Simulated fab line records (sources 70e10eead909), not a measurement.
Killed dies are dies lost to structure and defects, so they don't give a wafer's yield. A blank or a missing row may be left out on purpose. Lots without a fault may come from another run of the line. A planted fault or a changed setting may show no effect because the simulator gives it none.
Chamber matching ; flow nandHarc ; rieDiel-03 running NHARC_A_CHANNEL_HOLE_D2_DESCUM_15: 4 sister chambers
The step chemistry O2, time 3 s. 14 wafers are shown with their chamber, then 7 later ones without.

== EACH WAFER AND ITS CHAMBER ==
wafer;chamber;drypumpMotorCurrentA (A);rfVppV (V);chamberPressureMTorr (mTorr)
L079.2;2;6.0;57.6;59.97
L079.5;2;6.0;58.0;60.02
L079.6;1;6.0;57.6;60.04
L082.2;3;6.1;56.6;59.96
L082.3;1;6.1;57.3;59.98
L082.5;2;5.9;57.4;59.91
L084.1;0;5.5;58.1;60.03
L084.3;1;6.1;58.3;59.99
L084.5;0;5.5;59.4;59.97
L085.1;2;6.0;59.0;59.91
L085.2;0;5.4;59.6;59.99
L085.6;3;6.1;56.4;59.95
L088.1;1;6.1;58.8;59.98
L088.3;0;5.5;57.5;60.02

SIGNATURES (means of the wafers above)
reading;chamber 0;chamber 1;chamber 2;chamber 3;scatter within a chamber
drypumpMotorCurrentA;5.475;6.075;5.975;6.100;0.0474
rfVppV;58.650;58.000;58.000;56.500;0.775
chamberPressureMTorr;60.0025;59.9975;59.9525;59.9550;0.0364
Rule: for each reading, subtract the chamber's mean from the wafer's reading, divide by that reading's scatter and square the result; add these up over the readings and take the root, which gives the wafer's distance from the chamber. The wafer belongs to the nearest chamber; if the next one is less than 2 further off, it can't be placed. How the scatter is found: for the shown wafers, subtract from each reading the mean of its chamber, square and add these, divide the total by (wafers less chambers), then take the root.

== WAFERS WITHOUT THEIR CHAMBER ==
wafer;drypumpMotorCurrentA (A);rfVppV (V);chamberPressureMTorr (mTorr)
L088.6;5.4;58.4;60.05
L092.3;6.1;56.0;60.06
L092.4;6.1;57.7;59.89
L092.6;6.1;56.4;60.04
L094.1;5.5;58.5;60.06
L094.3;6.0;57.9;59.92
L094.4;6.0;59.1;60.08

== WHICH CHAMBER EACH ONE RAN IN ==
wafer;from the rows above;in truth
L088.6;0;0
L092.3;can't be placed: 3 or 1 or 2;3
L092.4;can't be placed: 3 or 1 or 2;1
L092.6;can't be placed: 3 or 1 or 2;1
L094.1;0;0
L094.3;can't be placed: 2 or 1 or 3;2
L094.4;can't be placed: 1 or 2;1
Placed correctly: 2 of 7. Can't be placed from these rows: 5 (the true chamber is among the candidates in 5). Number placed wrongly: 0.
